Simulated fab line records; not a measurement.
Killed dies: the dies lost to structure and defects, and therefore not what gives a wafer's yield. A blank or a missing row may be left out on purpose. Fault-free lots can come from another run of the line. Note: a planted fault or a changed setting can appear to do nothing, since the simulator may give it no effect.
Matching of chambers -- flow n5_finfet -- N5_HKMG_FIN_ALD_74 on ald_hk-03 has 4 sister chambers
The step deposits La2O3, target thk 0.5 nm, pulse time 6 s, co reactant pulse time 1 s. 8 wafers are shown with their chamber, then 10 later ones without.

== WAFERS, EACH WITH ITS CHAMBER ==
wafer,chamber,heater_power_w (W),precursor_pulse_height_rel
L079.2,1,375,1.032
L080.1,2,351,1.024
L083.1,1,389,1.006
L083.5,0,327,0.997
L084.4,0,333,1.001
L084.6,3,347,1.030
L086.1,3,339,1.022
L086.3,2,347,1.011

== WAFERS WITH NO CHAMBER GIVEN ==
wafer,heater_power_w (W),precursor_pulse_height_rel
L086.5,347,1.025
L090.3,324,0.990
L090.4,383,0.974
L090.5,328,1.012
L095.2,390,1.044
L095.4,337,1.013
L095.6,389,0.981
L096.3,379,1.004
L096.4,344,1.004
L096.5,348,0.996

== WHICH CHAMBER EACH WENT THROUGH ==
wafer,from the rows above,in truth
L086.5,can't be placed: 3 or 2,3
L090.3,0,0
L090.4,1,1
L090.5,can't be placed: 0 or 3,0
L095.2,1,1
L095.4,can't be placed: 3 or 0 or 2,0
L095.6,1,1
L096.3,1,1
L096.4,can't be placed: 2 or 3 or 0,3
L096.5,can't be placed: 2 or 0 or 3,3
Correct placement for 5 of the 10. Cannot be placed on the basis of these rows: 5; the candidates contain the true chamber in 5. Wrongly placed: 0.
How it was worked out, from the rows above alone: a wafer's distance from a chamber is the root of the sum, over the readings, of the square of ((its reading less the chamber's mean) divided by the reading's scatter). If the next closest chamber is less than 2 further off than the closest, the wafer can't be placed; otherwise it belongs to the closest. The mean given for a chamber averages the wafers shown for that chamber. The scatter: take each reading less its chamber's mean, square it, sum over the shown wafers, divide by the number of wafers less the number of chambers, and take the root.
